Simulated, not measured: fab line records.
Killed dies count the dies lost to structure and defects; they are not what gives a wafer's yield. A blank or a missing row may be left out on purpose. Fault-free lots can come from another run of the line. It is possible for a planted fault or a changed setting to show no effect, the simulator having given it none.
fab line records -- flow n5Finfet
record: lots: 9, wafers: 27, lastDay: 18
route steps=1938 shown FIN_SAQP@128 BEOL_M4@1111 PASSIVATION@1936
lots that met no fault: from a run of the same line without faults
startH: the number of hours between the record's first day and the start of the first shown wafer of the lot -- waitH: hours from the lot's prior step to this one -- " unchanged from the row above -- L1.1+2: a row that stands for several wafers -- - either no value or no given start -- * or withheld: withheld -- < > ~ a bound
route shown NAME@n: NAME is a module with steps in the file, n the number in the route of the first one -- usual: the fault-free wafers' mean and standard deviation -- same: alike in all rows -- chamber/n: place in a boat -- sites: the reading at each site -- _std_site: the values' standard deviation -- _edge_site: outer sites' mean less inner sites' -- radiusMm: for every site, how far away it sits from the centre of the wafer -- mask NAME#n: copy n -- behind: the last tool/chamber to shape the wafer -- hold: the reason the lot was held/the length of the hold in hours/how it ended -- device: the n, p or np transistor that did not switch -- end of line: the route-end tests of the same wafers -- a step without rows: its recipe alone -- killed: at the first sort, the dies lost to defects and structure; wafer yield is something else -- map: dies across one wafer; x = killed, . = not, _ = none there
set.NAME: the setting that was run; set.NAME@STEP: the one run at that earlier step -- model.NAME: the simulator's own value behind a step, which no gauge read
route steps across a sampled set of lots; one table per step, one row per wafer
services: from which hour (startH, from the record's first day; less than 0 if before it) a tool's chamber was out of use, for how many hours, and why
== steps ==
step: N5_FIN_SAQP_CD_MEAS_27
recipe: targetCdNm: 20, landingEnergyEv: 1000, detector: seInlens, polarity: line
usual: cdNm: 20.32/0.25
lot.wafer,tool,chamber,startH,waitH,cdNm
L409.1,cdSem-02,0,30.94,0.1,19.75
L409.3,cdSem-02,0,30.94,0.1,20.24
L409.6,cdSem-02,0,30.94,0.1,20.54
L415.2,cdSem-01,0,66.86,0.1,20.74
L415.3,cdSem-01,0,66.86,0.1,20.31
L415.6,cdSem-01,0,66.86,0.1,20.14
L417.1,cdSem-02,0,79.57,0.1,20.43
L417.3,cdSem-02,0,79.57,0.1,21.04
L417.4,cdSem-02,0,79.57,0.1,20.03
L418.1,cdSem-01,0,83.96,0.1,20.29
L418.3,cdSem-01,0,83.96,0.1,20.73
L418.6,cdSem-01,0,83.96,0.1,20.28
L422.2,cdSem-02,0,110.92,0.1,20.68
L422.3,cdSem-02,0,110.92,0.1,20.38
L422.4,cdSem-02,0,110.92,0.1,20.17
L424.1,cdSem-01,0,120.63,0.1,19.84
L424.3,cdSem-01,0,120.63,0.1,20.32
L424.4,cdSem-01,0,120.63,0.1,20.52
L429.2,cdSem-01,0,152.69,0.1,20.08
L429.3,cdSem-01,0,152.69,0.1,19.93
L429.6,cdSem-01,0,152.69,0.1,20.48
L430.3,cdSem-02,0,156.78,0.1,19.98
L430.4,cdSem-02,0,156.78,0.1,20.00
L430.5,cdSem-02,0,156.78,0.1,20.69
L431.2,cdSem-03,0,165.40,0.1,20.31
L431.3,cdSem-03,0,165.40,0.1,20.62
L431.5,cdSem-03,0,165.40,0.1,20.65
step: N5_FIN_SAQP_SPACER2_ALD_28
recipe: material: SiO2, targetThkA: 81, tempC: 300, aldPrecursorFamily: BDEAS, aldCoReactant: O2-plasma, pulseTimeS: 1, purgeTimeS: 2, coReactantPurgeTimeS: 2, pressureTorr: 2
usual: heaterPowerW: 465/61, precursorPulseHeightRel: 1.000/0.019
lot.wafer,tool,chamber,startH,waitH,heaterPowerW,precursorPulseHeightRel
L409.1,aldSin-03,3,32.08,0.1,485,1.011
L409.3,aldSin-03,2,32.08,0.1,602,1.002
L409.6,aldSin-03,0,32.08,0.1,403,0.998
L415.2,aldSin-04,3,67.88,0.1,477,0.989
L415.3,aldSin-04,0,67.88,0.1,366,1.005
L415.6,aldSin-04,2,67.88,0.1,497,0.972
L417.1,aldSin-04,2,80.63,0.1,485,0.992
L417.3,aldSin-04,2,80.63,0.1,492,1.011
L417.4,aldSin-04,0,80.63,0.1,360,1.007
L418.1,aldSin-01,1,85.15,0.1,435,0.999
L418.3,aldSin-01,0,85.15,0.1,518,1.039
L418.6,aldSin-01,2,85.15,0.1,436,1.003
L422.2,aldSin-03,1,113.87,2.0,548,0.992
L422.3,aldSin-03,2,113.87,2.0,615,1.025
L422.4,aldSin-03,0,113.87,2.0,397,1.007
L424.1,aldSin-04,0,121.65,0.1,369,1.001
L424.3,aldSin-04,1,121.65,0.1,440,0.999
L424.4,aldSin-04,2,121.65,0.1,485,0.999
L429.2,aldSin-01,3,153.71,0.1,415,0.983
L429.3,aldSin-01,2,153.71,0.1,442,1.015
L429.6,aldSin-01,3,153.71,0.1,434,1.003
L430.3,aldSin-01,1,157.92,0.1,424,0.994
L430.4,aldSin-01,2,157.92,0.1,452,0.997
L430.5,aldSin-01,2,157.92,0.1,456,0.990
L431.2,aldSin-01,2,167.29,0.8,446,0.996
L431.3,aldSin-01,0,167.29,0.8,509,1.008
L431.5,aldSin-01,2,167.29,0.8,448,1.002
step: N5_FIN_SAQP_FIN_ETCH_36
recipe: chemistry: HBr/Cl2/O2, targetDepthA: 1200, maskMaterial: SiNx, timeS: 50.4, biasW: 102, pressureMtorr: 10, icpW: 800, HBr_flow_sccm: 150, Cl2_flow_sccm: 80, O2_flow_sccm: 12
usual: drypumpMotorCurrentA: 5.7/0.49, oes_o_777_au: 0.99/0.039, oesProductAu: 0.996/0.015, rfFwdPowerW: 796.1/2.7, throttleValvePct: 36.0/0.47
lot.wafer,tool,chamber,startH,waitH,drypumpMotorCurrentA,oes_o_777_au,oesProductAu,rfFwdPowerW,rfHoursCounterH,throttleValvePct
L409.1,rieSi-06,3,33.09,0.0,5.5,0.96,0.986,798.1,111,36.5
L409.3,rieSi-06,2,33.09,0.0,5.7,0.97,0.982,793.2,2,35.5
L409.6,rieSi-06,1,33.09,0.0,4.9,0.97,0.977,796.2,-,35.8
L415.2,rieSi-06,3,68.90,0.0,5.5,0.96,0.996,800.6,111,36.5
L415.3,rieSi-06,0,68.90,0.0,6.4,1.02,1.033,798.7,164,36.3
L415.6,rieSi-06,3,68.90,0.0,5.5,0.96,1.004,796.7,-,36.5
L417.1,rieSi-06,3,81.64,0.0,5.5,0.95,0.999,789.9,112,36.5
L417.3,rieSi-06,1,81.64,0.0,4.9,0.97,0.976,797.6,120,35.8
L417.4,rieSi-06,0,81.64,0.0,6.4,1.03,1.010,796.4,164,36.4
L418.1,rieSi-01,3,86.06,0.0,5.7,1.04,0.997,797.1,34,36.4
L418.3,rieSi-01,1,86.06,0.0,6.5,0.98,0.993,797.2,7,35.7
L418.6,rieSi-01,3,86.06,0.0,5.7,1.04,0.991,796.1,-,36.3
L422.2,rieSi-06,3,114.72,0.0,5.5,1.40,1.059,936.8,112,36.4
L422.3,rieSi-06,2,114.72,0.0,5.7,1.41,1.057,935.6,3,35.4
L422.4,rieSi-06,1,114.72,0.0,4.8,1.41,1.044,942.3,121,35.7
L424.1,rieSi-06,2,122.85,0.0,5.7,1.41,1.027,942.3,3,35.4
L424.3,rieSi-06,0,122.85,0.0,6.4,1.48,1.081,941.1,165,36.3
L424.4,rieSi-06,3,122.85,0.0,5.5,1.40,1.046,937.6,113,36.4
L429.2,rieSi-05,3,154.66,0.0,5.2,1.08,1.006,797.6,165,36.3
L429.3,rieSi-05,1,154.66,0.0,6.2,0.96,1.001,796.5,65,35.1
L429.6,rieSi-05,3,154.66,0.0,5.2,1.08,1.000,796.0,-,36.3
L430.3,rieSi-01,0,158.97,0.0,5.6,0.98,0.997,793.8,5,35.7
L430.4,rieSi-01,2,158.97,0.0,5.6,0.94,0.961,796.0,63,36.5
L430.5,rieSi-01,3,158.97,0.0,5.7,1.04,0.983,796.1,-,36.4
L431.2,rieSi-01,1,168.19,0.0,6.5,1.00,0.986,799.3,9,35.7
L431.3,rieSi-01,2,168.19,0.0,5.6,0.93,0.972,798.2,63,36.5
L431.5,rieSi-01,2,168.19,0.0,5.6,0.95,0.965,797.2,-,36.5
step: N5_FIN_SAQP_CD_MEAS_37
recipe: targetCdNm: 8, polarity: line
usual: cdNm: 8.17/0.28
lot.wafer,tool,chamber,startH,waitH,cdNm
L409.1,cdSem-03,-,33.20,0.1,8.29
L409.3,cdSem-03,-,33.20,0.1,8.08
L409.6,cdSem-03,-,33.20,0.1,8.28
L415.2,cdSem-03,-,69.03,0.1,8.37
L415.3,cdSem-03,-,69.03,0.1,7.85
L415.6,cdSem-03,-,69.03,0.1,8.35
L417.1,cdSem-01,-,81.76,0.1,8.44
L417.3,cdSem-01,-,81.76,0.1,8.77
L417.4,cdSem-01,-,81.76,0.1,7.94
L418.1,cdSem-02,-,86.18,0.1,7.97
L418.3,cdSem-02,-,86.18,0.1,8.49
L418.6,cdSem-02,-,86.18,0.1,8.03
L422.2,cdSem-01,-,114.85,0.1,7.84
L422.3,cdSem-01,-,114.85,0.1,7.91
L422.4,cdSem-01,-,114.85,0.1,8.17
L424.1,cdSem-02,-,122.97,0.1,8.02
L424.3,cdSem-02,-,122.97,0.1,8.15
L424.4,cdSem-02,-,122.97,0.1,8.45
L429.2,cdSem-02,-,154.79,0.1,7.84
L429.3,cdSem-02,-,154.79,0.1,8.20
L429.6,cdSem-02,-,154.79,0.1,8.02
L430.3,cdSem-02,-,159.10,0.1,8.42
L430.4,cdSem-02,-,159.10,0.1,8.50
L430.5,cdSem-02,-,159.10,0.1,8.19
L431.2,cdSem-02,-,168.31,0.1,8.20
L431.3,cdSem-02,-,168.31,0.1,8.67
L431.5,cdSem-02,-,168.31,0.1,8.38
step: N5_FIN_SAQP_OCD_MEAS_76
usual: trenchDepthNm: 120.0/1.7
lot.wafer,tool,chamber,startH,waitH,trenchDepthNm
L409.1,ocd-02,-,33.30,0.0,120.3
L409.3,ocd-02,-,33.30,0.0,116.6
L409.6,ocd-02,-,33.30,0.0,119.5
L415.2,ocd-01,-,69.16,0.0,121.0
L415.3,ocd-01,-,69.16,0.0,124.2
L415.6,ocd-01,-,69.16,0.0,121.5
L417.1,ocd-01,-,81.86,0.0,120.4
L417.3,ocd-01,-,81.86,0.0,118.8
L417.4,ocd-01,-,81.86,0.0,122.0
L418.1,ocd-01,-,86.28,0.0,119.5
L418.3,ocd-01,-,86.28,0.0,121.5
L418.6,ocd-01,-,86.28,0.0,119.4
L422.2,ocd-01,-,114.98,0.0,131.7
L422.3,ocd-01,-,114.98,0.0,130.2
L422.4,ocd-01,-,114.98,0.0,128.8
L424.1,ocd-01,-,123.11,0.0,127.0
L424.3,ocd-01,-,123.11,0.0,131.5
L424.4,ocd-01,-,123.11,0.0,130.1
L429.2,ocd-02,-,154.89,0.0,121.1
L429.3,ocd-02,-,154.89,0.0,122.4
L429.6,ocd-02,-,154.89,0.0,121.3
L430.3,ocd-01,-,159.20,0.0,120.5
L430.4,ocd-01,-,159.20,0.0,117.7
L430.5,ocd-01,-,159.20,0.0,118.4
L431.2,ocd-02,-,168.41,0.0,121.5
L431.3,ocd-02,-,168.41,0.0,118.9
L431.5,ocd-02,-,168.41,0.0,117.9
step: N5_BEOL_M4_RC_MEAS_101
usual: DIBL_N: 37.0/1.7, DIBL_P: 36.7/2, IOFF_N: 0.17/0.035, IOFF_P: 0.22/0.035, ION_N: 672/12, ION_P: 461/7.5, SS_N: 71.6/0.67, SS_P: 73.4/0.64, VT_N: 250/3.5, VT_P: -250/3.5
lot.wafer,tool,chamber,startH,waitH,DIBL_N[mV/V],DIBL_P[mV/V],IOFF_N[nA/um],IOFF_P[nA/um],ION_N[uA/um],ION_P[uA/um],SS_N[mV/dec],SS_P[mV/dec],VT_N[mV],VT_P[mV]
L409.1,prober-01,0,168.91,0.0,37.2,36.6,0.19,0.27,692,476,72.1,73.0,249,-242
L409.3,prober-01,0,168.91,0.0,34.5,33.5,0.13,0.20,663,461,71.3,72.5,252,-246
L409.6,prober-01,0,168.91,0.0,34.7,33.6,0.14,0.22,663,469,71.2,73.0,249,-246
L415.2,prober-01,0,213.50,0.2,36.4,35.2,0.15,0.18,681,461,71.3,72.5,251,-253
L415.3,prober-01,0,213.50,0.2,38.4,37.3,0.18,0.22,685,458,72.1,72.7,248,-252
L415.6,prober-01,0,213.50,0.2,38.2,37.7,0.18,0.23,691,469,72.2,73.2,249,-252
L417.1,prober-01,0,219.44,0.0,36.7,37.4,0.17,0.20,681,467,71.9,74.2,252,-252
L417.3,prober-01,0,219.44,0.0,36.6,37.3,0.16,0.20,673,464,71.7,73.3,252,-256
L417.4,prober-01,0,219.44,0.0,36.5,36.7,0.15,0.20,662,454,71.5,73.5,254,-253
L418.1,prober-02,0,226.97,0.0,34.3,35.1,0.13,0.18,666,454,70.0,72.4,252,-253
L418.3,prober-02,0,226.97,0.0,36.5,36.9,0.17,0.20,675,460,71.4,74.1,249,-253
L418.6,prober-02,0,226.97,0.0,35.7,35.4,0.15,0.18,666,454,71.4,73.5,253,-255
L422.2,prober-02,0,247.66,0.2,34.6,35.2,0.13,0.20,667,460,70.5,73.4,252,-251
L422.3,prober-02,0,247.66,0.2,33.8,33.4,0.10,0.17,646,448,70.7,72.9,257,-253
L422.4,prober-02,0,247.66,0.2,34.2,34.7,0.12,0.20,659,461,70.3,73.2,252,-249
L424.1,prober-02,0,257.08,0.0,36.2,36.1,0.16,0.23,681,468,71.1,73.4,249,-244
L424.3,prober-02,0,257.08,0.0,36.8,35.9,0.16,0.22,677,466,70.7,72.0,248,-248
L424.4,prober-02,0,257.08,0.0,40.8,40.3,0.26,0.31,686,469,72.2,74.1,241,-242
L431.2,prober-02,0,300.09,0.2,37.0,35.8,0.15,0.21,680,467,71.1,73.7,250,-247
L431.3,prober-02,0,300.09,0.2,35.9,34.6,0.13,0.19,658,460,70.7,72.8,251,-250
L431.5,prober-02,0,300.09,0.2,39.1,38.2,0.19,0.25,690,470,72.1,73.5,246,-248
L429.2,prober-02,0,302.36,0.2,36.6,36.8,0.13,0.17,658,447,71.6,73.4,256,-257
L429.3,prober-02,0,302.36,0.2,39.4,40.1,0.18,0.21,662,452,72.6,73.8,249,-251
L429.6,prober-02,0,302.36,0.2,38.0,38.7,0.15,0.19,664,454,71.6,74.3,253,-254
L430.3,prober-02,0,322.71,0.3,35.5,34.4,0.15,0.20,675,467,72.0,73.6,250,-250
L430.4,prober-02,0,322.71,0.3,36.0,35.2,0.16,0.22,678,466,71.8,73.5,246,-249
L430.5,prober-02,0,322.71,0.3,35.8,34.2,0.14,0.20,664,461,71.2,73.1,251,-252
step: N5_PASSIVATION_PROBE_49
usual: defectLimitedYield: 91.1/1.3, killed_at_M0_to_M3: 35/11, killed_at_M4_up: 13/5.4, killedAtContacts: 14/6.5, killedAtFrontEnd: 41/11, killedAtOther: 4/3.1, killedDies: 106/15, killedOpen: 69/12, killedShort: 35/7, sort_bin_5_function: 5.2/0.86, sort_bin_6_memory: 3.4/0.64, sortNPass: 1074/15, sortYieldPct: 91.0/1.3
same: grossDies: 1180, killedAtBackSide: 0, sort_bin_4_leakage[%]: 0, sort_bin_8_speed[%]: 0
lot.wafer,tool,chamber,startH,waitH,defectLimitedYield[%],killed_at_M0_to_M3,killed_at_M4_up,killedAtContacts,killedAtFrontEnd,killedAtOther,killedDies,killedOpen,killedShort,sort_bin_5_function[%],sort_bin_6_memory[%],sortNPass,sortYieldPct[%]
L422.2,prober-02,-,337.40,0.1,91.4,43,10,19,25,4,101,72,28,5.0,3.3,1079,91.4
L422.4,prober-02,-,337.50,0.2,89.2,36,11,22,55,4,128,76,51,6.4,4.0,1052,89.2
killed by level:class
L422.2 MOL_CONTACT_COAG:geometricParticle:open=15 BEOL_M2:geometricParticle:open=10 BEOL_M0_SAQP:geometricParticle:open=9 BEOL_M3:geometricParticle:open=7 BEOL_M3:geometricParticle:short=6 FIN_SAQP:geometricParticle:open=5 DUMMY_GATE:geometricParticle:open=5 STI_FIN_REVEAL:geometricParticle:open=4
L422.4 MOL_CONTACT_COAG:geometricParticle:open=15 BEOL_M0_SAQP:geometricParticle:short=14 STI_FIN_REVEAL:geometricParticle:open=12 FIN_SAQP:geometricParticle:short=11 ILD0:geometricParticle:short=7 MOL_CONTACT_COAG:geometricParticle:short=7 BEOL_M0_SAQP:geometricParticle:open=7 BEOL_M3:geometricParticle:open=6
== services ==
tool,chamber,startH,hours,kind
aldSin-04,0,8.34,-,clean
aldSin-04,1,8.34,-,clean
aldSin-04,2,8.34,-,clean
rieSi-05,0,10.94,3.7,repair
aldSin-01,-,12.41,14.6,pm
aldSin-03,-,18.16,6.1,pm
aldSin-03,-,27.29,1.6,repair
aldSin-04,0,44.99,5.6,repair
aldSin-01,-,46.44,4.5,repair
aldSin-03,1,51.93,1.3,repair
aldSin-03,1,57.34,5.5,repair
aldSin-04,1,60.30,25.2,repair
aldSin-03,1,69.43,6.9,repair
aldSin-04,3,80.38,7.1,repair
aldSin-03,2,84.95,3.3,repair
aldSin-04,-,93.00,28.1,pm
rieSi-06,2,125.41,9.6,repair
aldSin-03,-,132.85,14.6,pm
rieSi-06,-,136.52,14.6,pm
aldSin-04,0,146.68,3.8,repair
rieSi-06,-,151.12,10.0,pm
rieSi-05,2,154.40,4.4,repair
rieSi-06,-,161.86,0.6,repair
rieSi-05,2,166.63,18.6,repair
== key ==
firstSign: step: N5_FIN_SAQP_FIN_ETCH_36, reading: rfFwdPowerW, direction: up, sigmas: 54, usual: *, struck: *
effect: step: N5_FIN_SAQP_FIN_ETCH_36, reading: oes_o_777_au, direction: up, sigmas: 11, usual: 0.99, struck: 1.42
effect: step: N5_FIN_SAQP_OCD_MEAS_76, reading: trenchDepthNm, direction: up, sigmas: 6, usual: 120.0, struck: 129.9
metAt N5_FIN_SAQP_FIN_ETCH_36
struckLots L422,L424
notActingAt N5_FIN_SAQP_CD_MEAS_27,N5_FIN_SAQP_SPACER2_ALD_28,N5_FIN_SAQP_CD_MEAS_37
onsetBetween 81.64 114.72
fault: kind: processParameterDrift, tool: rieSi-06, chamber: -, onsetH: 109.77, steps: N5_FIN_SAQP_FIN_ETCH_36, channel: icpW, offset: 144, shape: step, endH: 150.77, actsIn: theseRecipesOnly, stated: 800
